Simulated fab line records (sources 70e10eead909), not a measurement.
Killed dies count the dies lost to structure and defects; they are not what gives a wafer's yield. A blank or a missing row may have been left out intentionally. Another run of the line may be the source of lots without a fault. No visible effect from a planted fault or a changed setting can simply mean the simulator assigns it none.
Which tool did it? :: flow nandHarc :: 12 lots with 35 wafers sampled at 5 steps, on a route of 1159 steps

WHAT EACH GAUGE READ, for each wafer
NHARC_END_SORT_01. Usual: defectLimitedYield 96.0 %, standard deviation 1.3; killedAtArray 24, standard deviation 8.4; killedAtOther 0.7, standard deviation 1.1; killedAtPeriphery 2.9, standard deviation 1.7; killedDies 27, standard deviation 8.6; killedOpen 3.3, standard deviation 1.8; killedShort 1.8, standard deviation 1.4; sort_bin_2_pct 1.3 %, standard deviation 0.56; sort_bin_3_pct 0.19 %, standard deviation 0.18; sort_bin_4_pct 2.6 %, standard deviation 0.84; sortNPass 650, standard deviation 8.6; sortRimYieldPct 96.1 %, standard deviation 2.3; sortYieldPct 96.0 %, standard deviation 1.3.
lot: L117
measured: day 19 19:08
on: prober-02
defectLimitedYield (%): 96.9 97.9 97.6
killedAtArray: 16 9 13
killedAtOther: 0 0 0
killedAtPeriphery: 5 5 3
killedDies: 21 14 16
killedOpen: 1 3 1
killedShort: 3 2 3
sort_bin_2_pct (%): 0.9 0.7 0.7
sort_bin_3_pct (%): 0.15 0.30 0
sort_bin_4_pct (%): 2.1 1.0 1.6
sortNPass: 656 663 661
sortRimYieldPct (%): 93.4 99.1 99.1
sortYieldPct (%): 96.9 97.9 97.6
flag: 

lot: L118
measured: day 20 17:37
on: prober-02
defectLimitedYield (%): 96.3 94.8 95.9
killedAtArray: 22 32 23
killedAtOther: 0 0 1
killedAtPeriphery: 3 3 4
killedDies: 25 35 28
killedOpen: 1 4 2
killedShort: 3 1 2
sort_bin_2_pct (%): 1.6 2.5 1.2
sort_bin_3_pct (%): 0.30 0.30 0.15
sort_bin_4_pct (%): 1.8 2.4 2.8
sortNPass: 652 642 649
sortRimYieldPct (%): 97.2 94.3 94.3
sortYieldPct (%): 96.3 94.8 95.9
flag: 

lot: L121
measured: day 21 09:38
on: prober-01
defectLimitedYield (%): 95.9 95.0 94.7
killedAtArray: 27 28 34
killedAtOther: 0 0 0
killedAtPeriphery: 1 6 2
killedDies: 28 34 36
killedOpen: 4 1 6
killedShort: 4 2 0
sort_bin_2_pct (%): 1.2 2.2 1.9
sort_bin_3_pct (%): 0.15 0.44 0.15
sort_bin_4_pct (%): 2.8 2.4 3.2
sortNPass: 649 643 641
sortRimYieldPct (%): 98.1 94.3 98.1
sortYieldPct (%): 95.9 95.0 94.7
flag: 

lot: L123
measured: day 22 04:41
on: prober-02
defectLimitedYield (%): 96.8 96.3 96.6
killedAtArray: 17 22 21
killedAtOther: 1 0 0
killedAtPeriphery: 4 3 2
killedDies: 22 25 23
killedOpen: 4 1 5
killedShort: 0 0 0
sort_bin_2_pct (%): 0.9 0.9 0.6
sort_bin_3_pct (%): 0 0.15 0
sort_bin_4_pct (%): 2.4 2.7 2.8
sortNPass: 655 652 654
sortRimYieldPct (%): 92.5 97.2 93.4
sortYieldPct (%): 96.8 96.3 96.6
flag: 

lot: L125
measured: day 22 04:44
on: prober-01
defectLimitedYield (%): 0 0 0
killedAtArray: 672 675 672
killedAtOther: 4 0 1
killedAtPeriphery: 1 2 4
killedDies: 677 677 677
killedOpen: 1 2 4
killedShort: 4 0 1
sort_bin_2_pct (%): 96.0 97.6 97.0
sort_bin_3_pct (%): 0.44 0 0.30
sort_bin_4_pct (%): 3.5 2.4 2.7
sortNPass: 0 0 0
sortRimYieldPct (%): 0 0 0
sortYieldPct (%): 0 0 0
flag: OFF

lot: L124
measured: day 22 21:02
on: prober-01
defectLimitedYield (%): 0 0
killedAtArray: 669 674
killedAtOther: 4 2
killedAtPeriphery: 4 1
killedDies: 677 677
killedOpen: 5 2
killedShort: 1 1
sort_bin_2_pct (%): 97.9 98.7
sort_bin_3_pct (%): 0 0
sort_bin_4_pct (%): 2.1 1.3
sortNPass: 0 0
sortRimYieldPct (%): 0 0
sortYieldPct (%): 0 0
flag: OFF

lot: L131
measured: day 23 21:25
on: prober-01
defectLimitedYield (%): 95.7 94.5 96.3
killedAtArray: 24 34 21
killedAtOther: 0 1 0
killedAtPeriphery: 5 2 4
killedDies: 29 37 25
killedOpen: 1 3 4
killedShort: 2 2 0
sort_bin_2_pct (%): 1.9 1.8 1.2
sort_bin_3_pct (%): 0.15 0.74 0
sort_bin_4_pct (%): 2.2 3.0 2.5
sortNPass: 648 640 652
sortRimYieldPct (%): 95.3 98.1 90.6
sortYieldPct (%): 95.7 94.5 96.3
flag: 

WHICH TOOL RAN EACH LOT (tool, then ch and the chambers of the sampled wafers, then the start)
lot: L114
NHARC_A_M0_ANNEAL_30: rtpAnneal-02 ch 0, day 17 23:37
NHARC_A_M0_DEP_32: pecvd-01 ch 0,1, day 18 00:35
NHARC_A_M1_ETCH_15: rieDiel-10 ch 0,1,2, day 18 02:13
NHARC_A_M1_PVD_20: pvdSputter-01, no start

lot: L117
NHARC_A_M0_ANNEAL_30: rtpAnneal-01 ch 0, day 18 04:37
NHARC_A_M0_DEP_32: pecvd-02 ch 0,1, day 18 05:38
NHARC_A_M1_ETCH_15: rieDiel-10 ch 0,3, day 18 07:25
NHARC_A_M1_PVD_20: pvdSputter-02, day 19 19:08 or earlier

lot: L115
NHARC_A_M0_ANNEAL_30: rtpAnneal-01 ch 0, day 18 14:28
NHARC_A_M0_DEP_32: pecvd-03 ch 0,1, day 18 15:23
NHARC_A_M1_ETCH_15: rieDiel-12 ch 0,1,3, day 18 17:01
NHARC_A_M1_PVD_20: pvdSputter-01, no start

lot: L118
NHARC_A_M0_ANNEAL_30: rtpAnneal-02 ch 0, day 18 23:02
NHARC_A_M0_DEP_32: pecvd-01 ch 0,1, day 19 00:04
NHARC_A_M1_ETCH_15: rieDiel-12 ch 0,1, day 19 01:39
NHARC_A_M1_PVD_20: pvdSputter-02, day 20 17:37 or earlier

lot: L121
NHARC_A_M0_ANNEAL_30: rtpAnneal-01 ch 0, day 19 19:43
NHARC_A_M0_DEP_32: pecvd-03 ch 1,2, day 19 20:43
NHARC_A_M1_ETCH_15: rieDiel-12 ch 0,2,3, day 19 22:09
NHARC_A_M1_PVD_20: pvdSputter-02, day 21 09:38 or earlier

lot: L123
NHARC_A_M0_ANNEAL_30: rtpAnneal-01 ch 0, day 20 11:22
NHARC_A_M0_DEP_32: pecvd-01 ch 1,2, day 20 12:20
NHARC_A_M1_ETCH_15: rieDiel-12 ch 0,2, day 20 13:53
NHARC_A_M1_PVD_20: pvdSputter-03, day 22 04:41 or earlier

lot: L125
NHARC_A_M0_ANNEAL_30: rtpAnneal-01 ch 0, day 20 12:13
NHARC_A_M0_DEP_32: pecvd-03 ch 0,2, day 20 13:08
NHARC_A_M1_ETCH_15: rieDiel-10 ch 1,2,3, day 20 14:47
NHARC_A_M1_PVD_20: pvdSputter-01, day 22 04:44 or earlier

lot: L124
NHARC_A_M0_ANNEAL_30: rtpAnneal-02 ch 0, day 20 19:40
NHARC_A_M0_DEP_32: pecvd-02 ch 2, day 20 20:35
NHARC_A_M1_ETCH_15: rieDiel-12 ch 0,3, day 20 22:08
NHARC_A_M1_PVD_20: pvdSputter-01, day 22 21:02 or earlier

lot: L132
NHARC_A_M0_ANNEAL_30: rtpAnneal-02 ch 0, day 22 03:02
NHARC_A_M0_DEP_32: pecvd-03 ch 0,1,2, day 22 04:17
NHARC_A_M1_ETCH_15: rieDiel-10 ch 1,3, day 22 05:52
NHARC_A_M1_PVD_20: pvdSputter-01, no start

lot: L131
NHARC_A_M0_ANNEAL_30: rtpAnneal-02 ch 0, day 22 03:28
NHARC_A_M0_DEP_32: pecvd-01 ch 1,2, day 22 04:33
NHARC_A_M1_ETCH_15: rieDiel-12 ch 2,3, day 22 06:09
NHARC_A_M1_PVD_20: pvdSputter-01, day 23 21:25 or earlier

lot: L130
NHARC_A_M0_ANNEAL_30: rtpAnneal-01 ch 0, day 22 12:13
NHARC_A_M0_DEP_32: pecvd-03 ch 0,2, day 22 13:19
NHARC_A_M1_ETCH_15: rieDiel-12 ch 0,1,2, day 22 15:04
NHARC_A_M1_PVD_20: pvdSputter-02, no start

lot: L135
NHARC_A_M0_ANNEAL_30: rtpAnneal-01 ch 0, day 23 07:16
NHARC_A_M0_DEP_32: pecvd-02 ch 0,2, day 23 08:10
NHARC_A_M1_ETCH_15: rieDiel-12 ch 1,2, day 23 09:46
NHARC_A_M1_PVD_20: pvdSputter-01, no start
- NHARC_A_M0_ANNEAL_30: time 90 s.
- NHARC_A_M0_DEP_32: deposits SiCN, target thk 30 nm.
- NHARC_A_M1_ETCH_15: etches the open film in C4F8/Ar, target depth 182.5 nm, time 91.2 s.
- NHARC_A_M1_PVD_20: deposits TaN, target thk 5 nm, time 8.06 s.

WHAT THE TOOLS THEMSELVES READ (means of the sampled wafers that have a number; where no wafer has one, the mark that the record gives instead)
NHARC_A_M0_ANNEAL_30. Usual: annealTempC 225.00 C, standard deviation 0.16; wafer_temp_C_max 225.93, standard deviation 0.21.
lot: L114
tool: rtpAnneal-02
annealTempC (C): 225.13
wafer_temp_C_max: 226.22
flag: 

lot: L117
tool: rtpAnneal-01
annealTempC (C): 225.11
wafer_temp_C_max: 225.96
flag: 

lot: L115
tool: rtpAnneal-01
annealTempC (C): 225.18
wafer_temp_C_max: 225.92
flag: 

lot: L118
tool: rtpAnneal-02
annealTempC (C): 225.09
wafer_temp_C_max: 225.71
flag: 

lot: L121
tool: rtpAnneal-01
annealTempC (C): 225.07
wafer_temp_C_max: 226.05
flag: 

lot: L123
tool: rtpAnneal-01
annealTempC (C): 225.05
wafer_temp_C_max: 225.98
flag: 

lot: L125
tool: rtpAnneal-01
annealTempC (C): 224.94
wafer_temp_C_max: 225.82
flag: 

lot: L124
tool: rtpAnneal-02
annealTempC (C): 225.10
wafer_temp_C_max: 225.75
flag: 

lot: L132
tool: rtpAnneal-02
annealTempC (C): 224.92
wafer_temp_C_max: 225.74
flag: 

lot: L131
tool: rtpAnneal-02
annealTempC (C): 225.23
wafer_temp_C_max: 225.92
flag: 

lot: L130
tool: rtpAnneal-01
annealTempC (C): 224.67
wafer_temp_C_max: 225.98
flag: 

lot: L135
tool: rtpAnneal-01
annealTempC (C): 225.02
wafer_temp_C_max: 225.83
flag: 

NHARC_A_M0_DEP_32. Usual: chamberPressureTorr 3.000 Torr, standard deviation 0.006; heaterPowerW 570 W, standard deviation 66; susceptorTempC 370.03 C, standard deviation 0.22.
lot: L114
tool: pecvd-01
chamberPressureTorr (Torr): 2.998
heaterPowerW (W): 669
susceptorTempC (C): 369.99
flag: 

lot: L117
tool: pecvd-02
chamberPressureTorr (Torr): 2.992
heaterPowerW (W): 472
susceptorTempC (C): 370.21
flag: 

lot: L115
tool: pecvd-03
chamberPressureTorr (Torr): 2.999
heaterPowerW (W): 577
susceptorTempC (C): 369.96
flag: 

lot: L118
tool: pecvd-01
chamberPressureTorr (Torr): 3.001
heaterPowerW (W): 587
susceptorTempC (C): 370.04
flag: 

lot: L121
tool: pecvd-03
chamberPressureTorr (Torr): 2.999
heaterPowerW (W): 569
susceptorTempC (C): 370.04
flag: 

lot: L123
tool: pecvd-01
chamberPressureTorr (Torr): 3.002
heaterPowerW (W): 619
susceptorTempC (C): 369.95
flag: 

lot: L125
tool: pecvd-03
chamberPressureTorr (Torr): 2.997
heaterPowerW (W): 568
susceptorTempC (C): 370.00
flag: 

lot: L124
tool: pecvd-02
chamberPressureTorr (Torr): 3.002
heaterPowerW (W): 652
susceptorTempC (C): 370.03
flag: 

lot: L132
tool: pecvd-03
chamberPressureTorr (Torr): 3.000
heaterPowerW (W): 603
susceptorTempC (C): 370.07
flag: 

lot: L131
tool: pecvd-01
chamberPressureTorr (Torr): 3.001
heaterPowerW (W): 600
susceptorTempC (C): 369.77
flag: 

lot: L130
tool: pecvd-03
chamberPressureTorr (Torr): 3.002
heaterPowerW (W): 571
susceptorTempC (C): 370.19
flag: 

lot: L135
tool: pecvd-02
chamberPressureTorr (Torr): 3.000
heaterPowerW (W): 545
susceptorTempC (C): 369.97
flag: 

NHARC_A_M1_ETCH_15. Usual: biasW 300.1 W, standard deviation 0.92; chamberPressureMTorr 24.998 mTorr, standard deviation 0.023; oesProductAu 0.948 a.u., standard deviation 0.025; rfVppV 440.7 V, standard deviation 2.3.
lot: L114
tool: rieDiel-10
biasW (W): 300.3
chamberPressureMTorr (mTorr): 25.003
oesProductAu (a.u.): 0.964
rfVppV (V): 439.0
flag: 

lot: L117
tool: rieDiel-10
biasW (W): 299.5
chamberPressureMTorr (mTorr): 24.994
oesProductAu (a.u.): 0.932
rfVppV (V): 440.5
flag: 

lot: L115
tool: rieDiel-12
biasW (W): 301.0
chamberPressureMTorr (mTorr): 24.989
oesProductAu (a.u.): 0.955
rfVppV (V): 440.0
flag: 

lot: L118
tool: rieDiel-12
biasW (W): 299.9
chamberPressureMTorr (mTorr): 24.984
oesProductAu (a.u.): 0.947
rfVppV (V): 440.2
flag: 

lot: L121
tool: rieDiel-12
biasW (W): 300.4
chamberPressureMTorr (mTorr): 24.988
oesProductAu (a.u.): 0.922
rfVppV (V): 440.9
flag: 

lot: L123
tool: rieDiel-12
biasW (W): 300.1
chamberPressureMTorr (mTorr): 24.990
oesProductAu (a.u.): 0.958
rfVppV (V): 440.9
flag: 

lot: L125
tool: rieDiel-10
biasW (W): -
chamberPressureMTorr (mTorr): -
oesProductAu (a.u.): -
rfVppV (V): -
flag: OFF

lot: L124
tool: rieDiel-12
biasW (W): -
chamberPressureMTorr (mTorr): -
oesProductAu (a.u.): -
rfVppV (V): -
flag: OFF

lot: L132
tool: rieDiel-10
biasW (W): 300.5
chamberPressureMTorr (mTorr): 25.003
oesProductAu (a.u.): 0.922
rfVppV (V): 441.8
flag: 

lot: L131
tool: rieDiel-12
biasW (W): 299.8
chamberPressureMTorr (mTorr): 25.008
oesProductAu (a.u.): 0.936
rfVppV (V): 440.8
flag: 

lot: L130
tool: rieDiel-12
biasW (W): 299.7
chamberPressureMTorr (mTorr): 25.004
oesProductAu (a.u.): 0.972
rfVppV (V): 442.5
flag: 

lot: L135
tool: rieDiel-12
biasW (W): 298.9
chamberPressureMTorr (mTorr): 24.991
oesProductAu (a.u.): 0.934
rfVppV (V): 443.0
flag: 

NHARC_A_M1_PVD_20. Usual: cathodeDcPowerW 15000 W, standard deviation 2.6; throttleValvePct 29.6 %, standard deviation 0.96.
lot: L114
tool: pvdSputter-01
cathodeDcPowerW (W): 14998
throttleValvePct (%): 29.7
flag: 

lot: L117
tool: pvdSputter-02
cathodeDcPowerW (W): 14999
throttleValvePct (%): 29.5
flag: 

lot: L115
tool: pvdSputter-01
cathodeDcPowerW (W): 15001
throttleValvePct (%): 29.6
flag: 

lot: L118
tool: pvdSputter-02
cathodeDcPowerW (W): 14998
throttleValvePct (%): 30.7
flag: 

lot: L121
tool: pvdSputter-02
cathodeDcPowerW (W): 14999
throttleValvePct (%): 28.7
flag: 

lot: L123
tool: pvdSputter-03
cathodeDcPowerW (W): 15000
throttleValvePct (%): 30.1
flag: 

lot: L125
tool: pvdSputter-01
cathodeDcPowerW (W): 14999
throttleValvePct (%): 29.9
flag: 

lot: L124
tool: pvdSputter-01
cathodeDcPowerW (W): 15002
throttleValvePct (%): 30.0
flag: 

lot: L132
tool: pvdSputter-01
cathodeDcPowerW (W): 15001
throttleValvePct (%): 29.6
flag: 

lot: L131
tool: pvdSputter-01
cathodeDcPowerW (W): 15003
throttleValvePct (%): 29.7
flag: 

lot: L130
tool: pvdSputter-02
cathodeDcPowerW (W): 14998
throttleValvePct (%): 29.3
flag: 

lot: L135
tool: pvdSputter-01
cathodeDcPowerW (W): 15000
throttleValvePct (%): 30.0
flag: 

THE ANSWER, worked out from the rows above alone
Rule: a lot is off if the mean of its wafers that have a number lies more than 3 standard deviations from the usual mean. A lot without any number at a reading at which 4 lots or more have one is off too. Where the step has rows for the other lots, those lots are counted as sound. Order of review: gauges by route order, followed by the tools' own readings, for which a lot's mean as printed above is used. The first step at which some lot is off is used, and at that step the reading that is off furthest; a lot without a number counts as furthest.
Off: L125, L124, at NHARC_END_SORT_01 (sort_bin_2_pct). Neither off nor sound, because the step has no rows for them: L114, L115, L132, L130, L135.
If a tool, at a process step before that reading, ran all the lots that are off and no sound lot after the first of them, it fits. Not tried: the gauges at NHARC_END_SORT_01; whatever is off there is also off at NHARC_A_M1_ETCH_15, on other tools, and gauge error can't account for it. Because NHARC_A_M1_PVD_20 lacks a start for some lots, the hours and order of its lots are taken from NHARC_END_SORT_01. No candidate that was tried fits.

WHAT THE SIMULATOR HAD PUT IN
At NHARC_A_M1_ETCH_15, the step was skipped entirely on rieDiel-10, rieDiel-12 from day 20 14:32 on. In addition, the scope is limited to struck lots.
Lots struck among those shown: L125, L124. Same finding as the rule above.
